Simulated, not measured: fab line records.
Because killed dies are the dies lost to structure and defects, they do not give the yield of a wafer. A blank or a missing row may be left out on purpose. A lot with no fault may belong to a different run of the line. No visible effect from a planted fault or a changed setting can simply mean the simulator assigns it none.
Matching of chambers || flow nand-harc || rie-diel-09 running NHARC_P_ZERO_WELL_DESCUM_13: 4 sister chambers
The step chemistry O2, time 3 s. 8 wafers are shown with their chamber, then 12 later ones without.

== WAFERS WITH THEIR CHAMBER ==
{"wafer": "L078.6", "chamber": 3, "drypump-motor-current-A (A)": 4.9, "showerhead-plenum-p-Torr (Torr)": 2.01}
{"wafer": "L084.6", "chamber": 1, "drypump-motor-current-A (A)": 5.3, "showerhead-plenum-p-Torr (Torr)": 1.88}
{"wafer": "L088.1", "chamber": 3, "drypump-motor-current-A (A)": 5.0, "showerhead-plenum-p-Torr (Torr)": 2.00}
{"wafer": "L088.2", "chamber": 1, "drypump-motor-current-A (A)": 5.3, "showerhead-plenum-p-Torr (Torr)": 1.88}
{"wafer": "L088.3", "chamber": 2, "drypump-motor-current-A (A)": 6.0, "showerhead-plenum-p-Torr (Torr)": 1.92}
{"wafer": "L090.3", "chamber": 0, "drypump-motor-current-A (A)": 6.3, "showerhead-plenum-p-Torr (Torr)": 1.88}
{"wafer": "L090.4", "chamber": 2, "drypump-motor-current-A (A)": 6.0, "showerhead-plenum-p-Torr (Torr)": 1.92}
{"wafer": "L090.6", "chamber": 0, "drypump-motor-current-A (A)": 6.3, "showerhead-plenum-p-Torr (Torr)": 1.88}

== WAFERS WITH NO CHAMBER GIVEN ==
{"wafer": "L093.1", "drypump-motor-current-A (A)": 6.0, "showerhead-plenum-p-Torr (Torr)": 1.92}
{"wafer": "L093.3", "drypump-motor-current-A (A)": 5.2, "showerhead-plenum-p-Torr (Torr)": 1.88}
{"wafer": "L093.6", "drypump-motor-current-A (A)": 6.0, "showerhead-plenum-p-Torr (Torr)": 1.92}
{"wafer": "L094.1", "drypump-motor-current-A (A)": 6.3, "showerhead-plenum-p-Torr (Torr)": 1.88}
{"wafer": "L094.3", "drypump-motor-current-A (A)": 6.0, "showerhead-plenum-p-Torr (Torr)": 1.92}
{"wafer": "L094.4", "drypump-motor-current-A (A)": 5.3, "showerhead-plenum-p-Torr (Torr)": 1.88}
{"wafer": "L095.1", "drypump-motor-current-A (A)": 5.0, "showerhead-plenum-p-Torr (Torr)": 1.99}
{"wafer": "L095.2", "drypump-motor-current-A (A)": 6.3, "showerhead-plenum-p-Torr (Torr)": 1.87}
{"wafer": "L095.3", "drypump-motor-current-A (A)": 6.0, "showerhead-plenum-p-Torr (Torr)": 1.92}
{"wafer": "L096.3", "drypump-motor-current-A (A)": 6.0, "showerhead-plenum-p-Torr (Torr)": 1.91}
{"wafer": "L096.4", "drypump-motor-current-A (A)": 5.3, "showerhead-plenum-p-Torr (Torr)": 1.87}
{"wafer": "L096.5", "drypump-motor-current-A (A)": 6.3, "showerhead-plenum-p-Torr (Torr)": 1.87}

== THE CHAMBER EACH PASSED THROUGH ==
{"wafer": "L093.1", "from the rows above": 2, "in truth": 2}
{"wafer": "L093.3", "from the rows above": 1, "in truth": 1}
{"wafer": "L093.6", "from the rows above": 2, "in truth": 2}
{"wafer": "L094.1", "from the rows above": 0, "in truth": 0}
{"wafer": "L094.3", "from the rows above": 2, "in truth": 2}
{"wafer": "L094.4", "from the rows above": 1, "in truth": 1}
{"wafer": "L095.1", "from the rows above": 3, "in truth": 3}
{"wafer": "L095.2", "from the rows above": 0, "in truth": 0}
{"wafer": "L095.3", "from the rows above": 2, "in truth": 2}
{"wafer": "L096.3", "from the rows above": 2, "in truth": 2}
{"wafer": "L096.4", "from the rows above": 1, "in truth": 1}
{"wafer": "L096.5", "from the rows above": 0, "in truth": 0}
Correct placement for 12 of the 12. Number that these rows cannot place: 0. Placed wrongly: 0.
How it was worked out, from the rows above alone: a wafer's distance from a chamber is the root of the sum, over the readings, of the square of ((its reading less the chamber's mean) divided by the reading's scatter). The wafer belongs to the nearest chamber; if the next one is less than 2 further off, it can't be placed. The mean given for a chamber averages the wafers shown for that chamber. How the scatter is found: for the shown wafers, subtract from each reading the mean of its chamber, square and add these, divide the total by (wafers less chambers), then take the root.
